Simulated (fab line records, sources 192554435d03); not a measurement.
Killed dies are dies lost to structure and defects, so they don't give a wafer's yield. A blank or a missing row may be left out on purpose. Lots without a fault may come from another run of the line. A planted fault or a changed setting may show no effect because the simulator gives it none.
Chamber matching | flow n5_finfet | N5_SDB_ETCH_18 on rie_diel-05: 4 sister chambers
The step etches SOC in N2/H2, target depth 100 nm, overetch 20 nm, time 150 s. 4 wafers are shown with their chamber, then 9 later ones without.

WAFERS WITH THEIR CHAMBER
wafer  | chamber | drypump_motor_current_A (A)
L086.5 | 2       | 5.6
L087.1 | 3       | 5.4
L087.4 | 0       | 5.3
L087.5 | 1       | 4.8

WAFERS WITHOUT THEIR CHAMBER
wafer  | drypump_motor_current_A (A)
L094.1 | 5.3
L094.4 | 5.6
L094.5 | 5.3
L095.1 | 4.9
L095.3 | 5.6
L095.4 | 5.4
L097.2 | 5.3
L097.3 | 5.6
L097.5 | 5.3

WHICH CHAMBER EACH WENT THROUGH
wafer  | from the rows above | in truth
L094.1 | 0                   | 0
L094.4 | 2                   | 2
L094.5 | 0                   | 0
L095.1 | 1                   | 1
L095.3 | 2                   | 2
L095.4 | 3                   | 3
L097.2 | 0                   | 0
L097.3 | 2                   | 2
L097.5 | 0                   | 0
Placed correctly: 9 of 9. Can't be placed from these rows: 0. Placed wrongly: 0.
How it was worked out, from the rows above alone: a wafer's distance from a chamber is the root of the sum, over the readings, of the square of ((its reading less the chamber's mean) divided by the reading's scatter). The wafer belongs to the nearest chamber; if the next one is less than 2 further off, it can't be placed. A chamber's mean is the mean of its shown wafers. The scatter: with one shown wafer a chamber, the root of the mean of the squares of how far each hidden wafer lies from its nearest shown one.
